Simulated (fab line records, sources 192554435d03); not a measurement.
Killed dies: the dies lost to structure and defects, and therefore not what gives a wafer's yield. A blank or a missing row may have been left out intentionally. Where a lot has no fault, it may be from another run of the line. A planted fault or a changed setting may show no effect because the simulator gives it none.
Matching of chambers / flow n5Finfet / rieDiel-01 running N5_BEOL_M10_STRIP_36: 4 sister chambers
The step strips in N2/H2. 8 wafers are shown with their chamber, then 7 later ones without.

## WAFERS, EACH WITH ITS CHAMBER
wafer=L078.2; chamber=1; showerheadPlenumPTorr (Torr)=2.48; drypumpMotorCurrentA (A)=6.4
wafer=L085.4; chamber=2; showerheadPlenumPTorr (Torr)=2.60; drypumpMotorCurrentA (A)=5.5
wafer=L085.6; chamber=3; showerheadPlenumPTorr (Torr)=2.29; drypumpMotorCurrentA (A)=5.1
wafer=L089.2; chamber=0; showerheadPlenumPTorr (Torr)=2.40; drypumpMotorCurrentA (A)=6.2
wafer=L089.3; chamber=3; showerheadPlenumPTorr (Torr)=2.29; drypumpMotorCurrentA (A)=5.1
wafer=L089.5; chamber=2; showerheadPlenumPTorr (Torr)=2.60; drypumpMotorCurrentA (A)=5.4
wafer=L090.2; chamber=0; showerheadPlenumPTorr (Torr)=2.40; drypumpMotorCurrentA (A)=6.2
wafer=L090.4; chamber=1; showerheadPlenumPTorr (Torr)=2.47; drypumpMotorCurrentA (A)=6.4

## WAFERS WHOSE CHAMBER IS MISSING
wafer=L090.6; showerheadPlenumPTorr (Torr)=2.29; drypumpMotorCurrentA (A)=5.1
wafer=L088.2; showerheadPlenumPTorr (Torr)=2.59; drypumpMotorCurrentA (A)=5.4
wafer=L088.3; showerheadPlenumPTorr (Torr)=2.47; drypumpMotorCurrentA (A)=6.5
wafer=L088.6; showerheadPlenumPTorr (Torr)=2.40; drypumpMotorCurrentA (A)=6.2
wafer=L097.1; showerheadPlenumPTorr (Torr)=2.59; drypumpMotorCurrentA (A)=5.4
wafer=L097.5; showerheadPlenumPTorr (Torr)=2.28; drypumpMotorCurrentA (A)=5.1
wafer=L097.6; showerheadPlenumPTorr (Torr)=2.59; drypumpMotorCurrentA (A)=5.4

## EACH ONE'S CHAMBER
wafer=L090.6; from the rows above=3; in truth=3
wafer=L088.2; from the rows above=2; in truth=2
wafer=L088.3; from the rows above=1; in truth=1
wafer=L088.6; from the rows above=0; in truth=0
wafer=L097.1; from the rows above=2; in truth=2
wafer=L097.5; from the rows above=3; in truth=3
wafer=L097.6; from the rows above=2; in truth=2
Correct placement for 7 of the 7. Left unplaced by these rows: 0. 0 placed wrongly.
How it was worked out, from the rows above alone: a wafer's distance from a chamber is the root of the sum, over the readings, of the square of ((its reading less the chamber's mean) divided by the reading's scatter). The wafer belongs to the nearest chamber; if the next one is less than 2 further off, it can't be placed. A chamber's mean is the mean of its shown wafers. The scatter: the root of (the sum of the squares of (reading less its chamber's mean) over the shown wafers, divided by (wafers less chambers)).
